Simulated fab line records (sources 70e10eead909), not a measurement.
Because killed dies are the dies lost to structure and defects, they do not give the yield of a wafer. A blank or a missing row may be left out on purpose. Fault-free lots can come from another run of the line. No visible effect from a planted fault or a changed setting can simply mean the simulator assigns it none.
fab line records -- flow nand_harc
record lots=7, wafers=21, last_day=24
route steps=1159 shown A_SLIT@803 A_SIN_REMOVE@804 A_WL_FILL@809
lots that met no fault: taken from a fault-free run of the same line
start_h: hours from the record's opening day to when the first of the lot's shown wafers began -- wait_h: hours elapsed since this lot's preceding step -- " repeats the value in the row above -- L1.1+2: several wafers, shown together as one row -- - no value present, or no start provided -- * or withheld: withheld -- < > ~ a bound
route shown NAME@n: names a module that has steps shown in the file, with the first one's number in the route -- usual: mean and standard deviation over wafers with no fault -- same: alike in all rows -- chamber/n: place in a boat -- sites: the reading at each site -- _std_site: the values' standard deviation -- _edge_site: outer sites' mean less inner sites' -- radius_mm: how far each site lies from the wafer's centre -- mask NAME#n: copy n -- behind: tool/chamber where the wafer was last shaped -- hold: why the lot was held/for how many hours/how that ended -- device: the transistor (n, p or np) that didn't switch -- end of line: the tests these same wafers got at the end of their route -- a step given without rows: its recipe and nothing more -- killed: dies lost to structure and defects at the first sort, not the wafer's yield -- map: a wafer's dies, x killed, . not, _ none there
set.NAME: the setting the step ran with; set.NAME@STEP: the setting that earlier step ran with -- model.NAME: the simulator's own value behind a step, which no gauge read
lots seen at some steps along the route; tables by step, rows by wafer
services: the hour from which a tool's chamber was out of use, counted from the record's first day as start_h (under 0 if before that day), plus the number of hours and why
## steps
# step NHARC_A_SLIT_CD_MEAS_21
# usual cd_nm=289.7/0.88
lot.wafer,tool,chamber,start_h,wait_h,cd_nm
L552.1,cd_sem-02,-,349.24,-,290.0
L552.3,cd_sem-02,-,349.24,-,290.4
L552.4,cd_sem-02,-,349.24,-,289.7
L551.1,cd_sem-02,-,351.19,-,290.2
L551.2,cd_sem-02,-,351.19,-,289.7
L551.3,cd_sem-02,-,351.19,-,289.6
L550.1,cd_sem-03,-,352.52,-,289.6
L550.3,cd_sem-03,-,352.52,-,288.2
L550.4,cd_sem-03,-,352.52,-,288.9
L560.2,cd_sem-03,-,403.38,-,289.1
L560.3,cd_sem-03,-,403.38,-,290.7
L560.4,cd_sem-03,-,403.38,-,288.7
L561.3,cd_sem-01,-,419.08,-,290.1
L561.4,cd_sem-01,-,419.08,-,289.7
L561.6,cd_sem-01,-,419.08,-,288.8
L562.1,cd_sem-03,-,420.11,-,290.6
L562.2,cd_sem-03,-,420.11,-,290.6
L562.4,cd_sem-03,-,420.11,-,290.1
L568.3,cd_sem-03,-,460.41,-,290.8
L568.4,cd_sem-03,-,460.41,-,291.0
L568.6,cd_sem-03,-,460.41,-,290.0
# step NHARC_A_SIN_REMOVE_WET_00
# recipe temp_c=160, time_s=15300, chemistry=H3PO4
# step NHARC_A_SIN_REMOVE_PRECLEAN_01
# recipe time_s=*, temp_c=50, bath_age_min=0, chemistry=SC1
# step NHARC_A_SIN_REMOVE_SRD_02
# step NHARC_A_SIN_REMOVE_INSPECT_04
# usual raw_defect_count=293/69
lot.wafer,tool,chamber,start_h,wait_h,raw_defect_count
L552.1,defect_inspect-02,-,357.00,0.0,355
L552.3,defect_inspect-02,-,357.00,0.0,382
L552.4,defect_inspect-02,-,357.00,0.0,320
L551.1,defect_inspect-01,-,357.01,0.0,296
L551.2,defect_inspect-01,-,357.01,0.0,380
L551.3,defect_inspect-01,-,357.01,0.0,400
L550.1,defect_inspect-01,-,361.75,0.0,249
L550.3,defect_inspect-01,-,361.75,0.0,237
L550.4,defect_inspect-01,-,361.75,0.0,260
L560.2,defect_inspect-02,-,411.05,0.0,279
L560.3,defect_inspect-02,-,411.05,0.0,390
L560.4,defect_inspect-02,-,411.05,0.0,268
L561.3,defect_inspect-02,-,426.76,0.0,231
L561.4,defect_inspect-02,-,426.76,0.0,241
L561.6,defect_inspect-02,-,426.76,0.0,237
L562.1,defect_inspect-01,-,426.76,0.0,221
L562.2,defect_inspect-01,-,426.76,0.0,347
L562.4,defect_inspect-01,-,426.76,0.0,264
L568.3,defect_inspect-01,-,468.58,0.0,268
L568.4,defect_inspect-01,-,468.58,0.0,333
L568.6,defect_inspect-01,-,468.58,0.0,251
# step NHARC_A_WL_FILL_ALD_00
# recipe target_thk_a=30, pulse_time_s=3, ald_cycles=30, temp_c=300, material=Al2O3
# step NHARC_A_WL_FILL_RTA_01
# recipe temp_c=1000, time_s=5
# usual lamp_power_pct=27.2/2.6, wafer_temp_C_max=1005.5/1.9
lot.wafer,tool,chamber,start_h,wait_h,lamp_power_pct,wafer_temp_C_max
L551.1,rtp_anneal-01,0,357.47,-,29.7,1007.9
L551.2,rtp_anneal-01,0,357.47,-,29.7,1005.7
L551.3,rtp_anneal-01,0,357.47,-,29.7,1006.4
L552.1,rtp_anneal-02,0,357.52,-,24.6,1004.3
L552.3,rtp_anneal-02,0,357.52,-,24.6,1005.1
L552.4,rtp_anneal-02,0,357.52,-,24.6,1004.5
L550.1,rtp_anneal-01,0,362.07,-,29.8,1004.6
L550.3,rtp_anneal-01,0,362.07,-,29.8,1008.7
L550.4,rtp_anneal-01,0,362.07,-,29.7,1005.4
L560.2,rtp_anneal-01,0,411.40,-,29.8,1007.0
L560.3,rtp_anneal-01,0,411.40,-,29.7,1006.0
L560.4,rtp_anneal-01,0,411.40,-,29.7,1006.2
L561.3,rtp_anneal-01,0,427.13,-,29.8,1008.0
L561.4,rtp_anneal-01,0,427.13,-,29.7,1007.9
L561.6,rtp_anneal-01,0,427.13,-,29.7,1008.7
L562.1,rtp_anneal-01,0,427.25,-,29.7,1006.5
L562.2,rtp_anneal-01,0,427.25,-,29.7,1007.0
L562.4,rtp_anneal-01,0,427.25,-,29.7,1005.9
L568.3,rtp_anneal-02,0,469.03,-,24.6,1004.8
L568.4,rtp_anneal-02,0,469.03,-,24.6,1004.3
L568.6,rtp_anneal-02,0,469.03,-,24.5,1005.5
# step NHARC_A_WL_FILL_ALD_02
# recipe target_thk_a=20, pulse_time_s=3, ald_cycles=100, temp_c=450, material=TiN
# usual heater_power_w=1070/110, precursor_pulse_height_rel=0.998/0.018
lot.wafer,tool,chamber,start_h,wait_h,heater_power_w,precursor_pulse_height_rel
L551.2,ald_metal-04,0,357.68,0.2,1049,0.993
L551.3,ald_metal-04,1,357.68,0.2,996,0.951
L551.1,ald_metal-04,3,357.68,0.2,1153,0.990
L552.4,ald_metal-02,1,357.74,0.1,902,0.984
L552.1,ald_metal-02,2,357.74,0.1,912,1.028
L552.3,ald_metal-02,3,357.74,0.1,1210,0.998
L550.4,ald_metal-01,2,362.28,0.1,1210,1.020
L550.3,ald_metal-01,3,362.28,0.1,1044,0.991
L550.1,ald_metal-01,0,362.28,0.1,1141,1.008
L560.2,ald_metal-01,3,411.62,0.2,1062,0.965
L560.4,ald_metal-01,0,411.62,0.2,1170,0.985
L560.3,ald_metal-01,1,411.62,0.2,1049,0.986
L561.4,ald_metal-04,1,427.37,0.2,961,0.992
L561.3,ald_metal-04,2,427.37,0.2,1077,0.994
L561.6,ald_metal-04,0,427.37,0.2,1043,0.962
L562.2,ald_metal-01,1,427.50,0.2,1010,1.012
L562.4,ald_metal-01,2,427.50,0.2,1229,0.998
L562.1,ald_metal-01,3,427.50,0.2,1116,0.980
L568.3,ald_metal-01,3,469.24,0.2,1097,1.020
L568.4,ald_metal-01,0,469.24,0.2,1119,1.000
L568.6,ald_metal-01,2,469.24,0.2,1223,1.008
# step NHARC_A_WL_FILL_CVD_03
# recipe target_thk_a=400, temp_c=300, pressure_torr=40, wf6_flow_sccm=40, h2_flow_sccm=1600, ar_flow_sccm=1560, time_s=3302, material=W
# usual chamber_pressure_Torr=40.00/0.1, heater_power_w=467/28, throttle_valve_pct=7.87/0.21
lot.wafer,tool,chamber,start_h,wait_h,chamber_pressure_Torr,heater_power_w,throttle_valve_pct
L551.2,cvd_w-01,1,358.12,0.1,39.86,433,8.23
L551.1,cvd_w-01,0,358.12,0.1,40.00,501,7.76
L551.3,cvd_w-01,0,358.12,0.1,40.01,503,7.83
L552.1,cvd_w-02,0,360.77,2.6,39.90,425,8.02
L552.4,cvd_w-02,0,360.77,2.6,40.14,437,7.65
L552.3,cvd_w-02,1,360.77,2.6,39.94,491,8.03
L550.1,cvd_w-01,0,363.19,0.5,39.86,495,7.82
L550.3,cvd_w-01,1,363.19,0.5,40.04,434,8.20
L550.4,cvd_w-01,0,363.19,0.5,39.97,495,7.64
L560.2,cvd_w-02,0,414.46,2.5,40.10,437,7.69
L560.4,cvd_w-02,1,414.46,2.5,39.96,479,7.88
L560.3,cvd_w-02,0,414.46,2.5,40.15,443,7.89
L562.1,cvd_w-02,0,427.90,0.1,39.90,436,7.60
L562.2,cvd_w-02,1,427.90,0.1,40.03,493,7.71
L562.4,cvd_w-02,0,427.90,0.1,40.03,432,7.72
L561.3,cvd_w-01,0,428.66,1.0,39.94,495,7.93
L561.4,cvd_w-01,1,428.66,1.0,40.03,462,8.05
L561.6,cvd_w-01,0,428.66,1.0,39.88,496,7.91
L568.3,cvd_w-02,1,470.59,1.0,39.99,483,7.73
L568.4,cvd_w-02,0,470.59,1.0,39.98,433,7.62
L568.6,cvd_w-02,0,470.59,1.0,39.94,443,7.85
# step NHARC_A_WL_FILL_ETCHBACK_04
# recipe target_depth_a=600, time_s=120, chemistry=NF3
# usual chamber_pressure_mTorr=299.98/0.28, drypump_motor_current_A=5.8/0.37, oes_product_au=0.999/0.0091
lot.wafer,tool,chamber,start_h,wait_h,chamber_pressure_mTorr,drypump_motor_current_A,oes_product_au,rf_hours_counter_h
L551.1,rie_metal-01,0,361.48,2.4,300.09,5.7,0.993,0.7
L551.2,rie_metal-01,1,361.48,2.4,300.25,6.3,1.006,0.7
L551.3,rie_metal-01,0,361.48,2.4,299.95,5.7,0.994,-
L552.1,rie_metal-02,0,364.07,2.8,300.10,6.2,1.012,5.3
L552.3,rie_metal-02,0,364.07,2.8,300.11,6.2,1.026,-
L552.4,rie_metal-02,1,364.07,2.8,299.88,5.2,1.005,-
L550.1,rie_metal-03,1,366.08,2.4,300.18,5.7,0.990,1.9
L550.4,rie_metal-03,0,366.08,2.4,299.83,5.7,0.990,-
L550.3,rie_metal-03,1,366.08,2.4,300.26,5.7,0.996,-
L560.2,rie_metal-03,1,417.29,2.4,300.18,5.7,0.996,3.3
L560.3,rie_metal-03,1,417.29,2.4,299.68,5.7,1.000,-
L560.4,rie_metal-03,0,417.29,2.4,299.76,5.7,1.004,-
L561.4,rie_metal-03,0,431.06,1.5,300.03,5.6,1.006,-
L561.3,rie_metal-03,1,431.06,1.5,299.78,5.7,0.990,-
L561.6,rie_metal-03,1,431.06,1.5,299.15,5.7,0.999,-
L562.1,rie_metal-01,1,431.25,2.9,300.11,6.3,0.992,2.7
L562.2,rie_metal-01,0,431.25,2.9,299.67,5.7,0.998,2.7
L562.4,rie_metal-01,1,431.25,2.9,300.07,6.3,0.993,-
L568.3,rie_metal-01,1,473.05,2.0,299.29,6.3,1.010,-
L568.4,rie_metal-01,0,473.05,2.0,299.98,5.7,0.988,-
L568.6,rie_metal-01,1,473.05,2.0,299.71,6.3,0.999,-
# step NHARC_A_WL_FILL_ETCHBACK_05
# recipe target_depth_a=220, time_s=60, temp_c=40, chemistry=Cl2/BCl3
# usual chamber_pressure_mTorr=9.999/0.0092, drypump_motor_current_A=5.8/0.37, oes_product_au=1.000/0.0091
lot.wafer,tool,chamber,start_h,wait_h,chamber_pressure_mTorr,drypump_motor_current_A,oes_product_au,rf_hours_counter_h
L551.2,rie_metal-01,1,361.72,0.2,-,-,-,-
L551.1,rie_metal-01,0,361.72,0.2,-,-,-,-
L551.3,rie_metal-01,0,361.72,0.2,-,-,-,-
L552.1,rie_metal-02,1,364.31,0.2,-,-,-,-
L552.3,rie_metal-02,1,364.31,0.2,-,-,-,-
L552.4,rie_metal-02,0,364.31,0.2,-,-,-,-
L550.1,rie_metal-03,1,366.30,0.2,-,-,-,-
L550.3,rie_metal-03,0,366.30,0.2,-,-,-,-
L550.4,rie_metal-03,1,366.30,0.2,-,-,-,-
L560.2,rie_metal-03,0,417.53,0.2,10.009,5.7,1.001,3.5
L560.3,rie_metal-03,0,417.53,0.2,9.983,5.6,0.991,-
L560.4,rie_metal-03,1,417.53,0.2,9.998,5.7,0.998,-
L561.4,rie_metal-03,0,431.25,0.2,9.998,5.6,1.014,-
L561.3,rie_metal-03,1,431.25,0.2,10.016,5.7,1.007,-
L561.6,rie_metal-03,1,431.25,0.2,9.989,5.7,1.015,-
L562.2,rie_metal-01,1,431.49,0.2,9.991,6.3,1.005,2.8
L562.1,rie_metal-01,0,431.49,0.2,9.995,5.7,0.994,2.8
L562.4,rie_metal-01,0,431.49,0.2,9.997,5.7,0.996,-
L568.4,rie_metal-01,0,473.25,0.1,9.998,5.6,0.988,-
L568.3,rie_metal-01,1,473.25,0.1,10.006,6.3,0.991,-
L568.6,rie_metal-01,0,473.25,0.1,10.005,5.7,0.994,-
# step NHARC_A_WL_FILL_STRIP_27
# recipe power_w=1500, temp_c=250, time_s=20, chemistry=N2/H2
# usual drypump_motor_current_A=6.0/0.51, heater_power_w=336/37
lot.wafer,tool,chamber,start_h,wait_h,drypump_motor_current_A,heater_power_w,rf_hours_counter_h
L551.1,plasma_asher-01,1,361.85,0.1,6.3,319,24
L551.2,plasma_asher-01,0,361.85,0.1,6.5,368,24
L551.3,plasma_asher-01,1,361.85,0.1,6.3,333,-
L552.1,plasma_asher-01,1,364.50,0.2,6.3,320,25
L552.3,plasma_asher-01,1,364.50,0.2,6.3,323,-
L552.4,plasma_asher-01,0,364.50,0.2,6.5,372,-
L550.1,plasma_asher-01,0,366.57,0.3,6.5,364,27
L550.4,plasma_asher-01,0,366.57,0.3,6.5,364,-
L550.3,plasma_asher-01,1,366.57,0.3,6.3,323,-
L560.2,plasma_asher-01,0,417.67,0.1,6.5,375,47
L560.4,plasma_asher-01,0,417.67,0.1,6.5,372,-
L560.3,plasma_asher-01,1,417.67,0.1,6.3,318,-
L561.3,plasma_asher-02,1,431.41,0.1,6.0,368,-
L561.4,plasma_asher-02,0,431.41,0.1,5.2,284,-
L561.6,plasma_asher-02,0,431.41,0.1,5.1,277,-
L562.1,plasma_asher-02,1,431.63,0.1,6.0,353,21
L562.2,plasma_asher-02,0,431.63,0.1,5.1,278,21
L562.4,plasma_asher-02,0,431.63,0.1,5.2,281,-
L568.4,plasma_asher-02,0,473.42,0.2,5.2,284,-
L568.3,plasma_asher-02,1,473.42,0.2,5.9,363,-
L568.6,plasma_asher-02,1,473.42,0.2,6.0,364,-
## services
tool,chamber,start_h,hours,kind
rie_metal-01,0,341.00,-,clean
rie_metal-01,1,341.00,-,clean
plasma_asher-01,-,356.87,1.1,repair
plasma_asher-02,-,360.34,9.0,pm
ald_metal-02,-,364.00,10.0,pm
cvd_w-02,-,383.97,13.0,pm
cvd_w-02,0,383.97,13.0,vent_cycle
cvd_w-02,1,383.97,13.0,vent_cycle
rie_metal-02,-,388.00,9.0,pm
cvd_w-02,0,396.97,-,clean
ald_metal-04,-,406.00,10.0,pm
ald_metal-02,3,427.93,1.7,repair
ald_metal-04,-,444.03,0.4,repair
plasma_asher-02,-,449.56,4.0,repair
rie_metal-03,-,453.00,9.0,pm
rie_metal-03,0,453.00,9.0,vent_cycle
rie_metal-03,1,453.00,9.0,vent_cycle
plasma_asher-01,-,453.26,9.0,pm
rie_metal-01,0,455.90,2.6,repair
ald_metal-01,-,458.00,10.0,pm
ald_metal-02,-,461.96,56.1,repair
rie_metal-03,0,462.00,-,clean
rie_metal-03,1,462.00,-,clean
rie_metal-03,-,462.02,0.7,repair
## key
first_sign step=NHARC_A_WL_FILL_ETCHBACK_05, reading=tool_record, direction=missing
effect none on later readings
met_at NHARC_A_WL_FILL_ETCHBACK_05
struck_wafers L550.1,L550.3,L550.4,L551.1,L551.2,L551.3,L552.1,L552.3,L552.4
later_rows_left_out L550.1,L550.3,L550.4,L551.1,L551.2,L551.3,L552.1,L552.3,L552.4
sort_left_out L550.1,L550.3,L550.4,L551.1,L551.2,L551.3,L552.1,L552.3,L552.4
tester_left_out L550,L551,L552
fault kind=skipped_step_whole, tool=rie_metal-01,rie_metal-02,rie_metal-03, chamber=-, onset_h=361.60, steps=NHARC_A_WL_FILL_ETCHBACK_05, scope=struck_lots_only
# tester_left_out: of these lots the tester's yield and bins aren't shown, on N5 and GAA mostly nor the transistor test; their killed dies are dies lost to structure and defects alone, not to doping, threshold or leakage, so they don't give the yield
# sort_left_out: the simulated sort isn't trusted on such a fault, so these wafers' sort isn't shown, and their yield isn't known
# later_rows_left_out: the simulator's readings of these wafers behind a module that went badly wrong aren't trusted and aren't shown, but for the sort
